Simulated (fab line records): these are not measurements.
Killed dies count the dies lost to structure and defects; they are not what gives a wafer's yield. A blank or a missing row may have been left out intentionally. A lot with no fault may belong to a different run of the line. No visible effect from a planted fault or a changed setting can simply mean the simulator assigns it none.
The tool behind it: which one? + flow n5 finfet + 10 lots with 30 wafers sampled at 3 steps, on a route of 1938 steps

WHAT THE GAUGES READ, wafer by wafer
N5_ILD0_THK_MEAS_08.
| lot  | measured    | on            | thk nm (nm)       |
|------|-------------|---------------|-------------------|
| L456 | day 3 14:01 | film metro-01 | 137.9 137.7 136.7 |
| L458 | day 4 02:01 | film metro-02 | 137.9 139.3 137.2 |
| L466 | day 6 07:18 | film metro-02 | 139.8 139.4 139.3 |
| L467 | day 6 10:20 | film metro-01 | 138.5 138.7 140.3 |
| L468 | day 6 17:26 | film metro-02 | 137.3 140.2 138.2 |
| L469 | day 6 21:02 | film metro-02 | 138.1 136.7 136.9 |
| L472 | day 7 14:52 | film metro-02 | 140.9 141.4 139.7 |
| L473 | day 7 18:54 | film metro-01 | 140.0 138.3 141.3 |
| L475 | day 8 07:43 | film metro-01 | 137.9 138.9 138.5 |
| L477 | day 8 20:47 | film metro-01 | 140.9 141.0 139.8 |

WHICH TOOL RAN EACH LOT (tool, then ch and the chambers of the sampled wafers, then the start)
| lot  | N5_SD_EPI_P_DESCUM_14             | N5_ILD0_LINER_00                 |
|------|-----------------------------------|----------------------------------|
| L456 | rie diel-03 ch 1,2,3, day 3 06:26 | ald sin-04 ch 1,2,3, day 3 11:02 |
| L458 | rie diel-04 ch 0,1, day 3 17:22   | ald sin-02 ch 0,3, day 3 22:17   |
| L466 | rie diel-04 ch 0,1,2, day 5 23:46 | ald sin-03 ch 0,1,2, day 6 04:19 |
| L467 | rie diel-04 ch 1,2,3, day 6 02:47 | ald sin-03 ch 0,1,2, day 6 07:17 |
| L468 | rie diel-03 ch 1,2,3, day 6 09:35 | ald sin-02 ch 0,1,2, day 6 14:27 |
| L469 | rie diel-03 ch 0,2,3, day 6 13:20 | ald sin-03 ch 2,3, day 6 18:02   |
| L472 | rie diel-04 ch 0,2,3, day 7 06:17 | ald sin-03 ch 0,2,3, day 7 11:53 |
| L473 | rie diel-03 ch 0,2,3, day 7 10:32 | ald sin-04 ch 0,1,3, day 7 15:54 |
| L475 | rie diel-04 ch 2,3, day 8 00:03   | ald sin-03 ch 0,1,2, day 8 04:33 |
| L477 | rie diel-02 ch 0,2, day 8 12:39   | ald sin-02 ch 0,1,3, day 8 17:46 |
- N5_SD_EPI_P_DESCUM_14: chemistry O2, time 7.9 s.
- N5_ILD0_LINER_00: material SiNx, target thk 4 nm, pulse time 1 s, purge time 2 s.

THE ANSWER, worked out from the rows above alone
Rule: usual is defined by the lots themselves. Put in order of their means at a reading, lots are off if they are a third of the lots or fewer, leave a main group of 4 or more, and stand apart from it by a gap of 3 or more times the standard deviation of the main group's means; of several such gaps the widest counts. A main group whose means are all the same, to the digits that the tables above print for the reading, isn't used. A lot without any number at a reading at which 4 lots or more have one is off too. Any other lot the step has rows for is counted as sound.
None of the lots is off at any reading shown; this tells nothing.

WHAT HAD BEEN PUT IN BY THE SIMULATOR
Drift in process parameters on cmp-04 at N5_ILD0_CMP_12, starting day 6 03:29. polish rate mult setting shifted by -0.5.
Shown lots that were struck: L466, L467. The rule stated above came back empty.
